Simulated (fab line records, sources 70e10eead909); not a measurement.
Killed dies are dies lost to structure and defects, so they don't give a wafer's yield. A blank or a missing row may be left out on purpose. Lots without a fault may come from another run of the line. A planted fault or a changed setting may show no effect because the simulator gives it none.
Which tool did it? | flow nand_harc | 6 lots, 18 wafers sampled, at 4 steps of a route of 1302

WHAT THE GAUGES READ, wafer by wafer
NHARC_END_SORT_01.
lot  | measured     | on        | defect_limited_yield (%)
L780 | day 24 18:06 | prober-01 | 87.1 88.2 88.0
L787 | day 27 20:29 | prober-02 | 46.4 94.2 45.8
L793 | day 30 09:25 | prober-02 | 88.5 91.0 92.8
L800 | day 35 08:07 | prober-01 | 88.2 88.2 91.3

WHICH TOOL RAN EACH LOT (tool, then ch and the chambers of the sampled wafers, then the start)
lot  | NHARC_P_M1_ECD_22              | NHARC_THIN_TSV_CMP_21         | NHARC_THIN_TSV_DESCUM_35
L780 | ecd_cu-01 ch 1, day 6 23:17    | cmp-01 ch 0,1,3, day 24 06:44 | rie_diel-02 ch 2,3, day 24 08:25
L787 | ecd_cu-02 ch 0,1, day 10 01:34 | cmp-04 ch 0,1,2, day 27 10:00 | rie_diel-10 ch 0,1, day 27 11:34
L793 | ecd_cu-01 ch 0,1, day 12 12:31 | cmp-01 ch 1,2, day 29 21:54   | rie_diel-10 ch 0,2, day 29 23:40
L795 | ecd_cu-02 ch 0,1, day 13 14:52 | cmp-03 ch 0,3, day 31 09:15   | rie_diel-04 ch 0,1,2, day 31 10:53
L798 | ecd_cu-02 ch 0,1, day 14 15:08 | cmp-01 ch 0,2, day 32 07:26   | rie_diel-04 ch 2,3, day 32 09:18
L800 | ecd_cu-02 ch 0,1, day 15 18:14 | cmp-03 ch 0,1,2, day 34 19:48 | rie_diel-10 ch 0,1,3, day 34 21:34
- NHARC_P_M1_ECD_22: material Cu, target thk 400 nm.
- NHARC_THIN_TSV_CMP_21: polishes, t overpolish 30 s, target thk 2000 nm.
- NHARC_THIN_TSV_DESCUM_35: chemistry O2, time 3 s.

THE ANSWER, worked out from the rows above alone
Rule: what is usual is taken from the lots themselves. Put in order of their means at a reading, lots are off if they are a third of the lots or fewer, leave a main group of 4 or more, and stand apart from it by a gap of 3 or more times the standard deviation of the main group's means; of several such gaps the widest counts. A main group whose means are all the same, to the digits that the tables above print for the reading, isn't used. A lot without any number at a reading at which 4 lots or more have one is off too. The other lots that the step has rows for count as sound.
No lot is off at any reading shown: from this, nothing can be told.

WHAT THE SIMULATOR HAD PUT IN
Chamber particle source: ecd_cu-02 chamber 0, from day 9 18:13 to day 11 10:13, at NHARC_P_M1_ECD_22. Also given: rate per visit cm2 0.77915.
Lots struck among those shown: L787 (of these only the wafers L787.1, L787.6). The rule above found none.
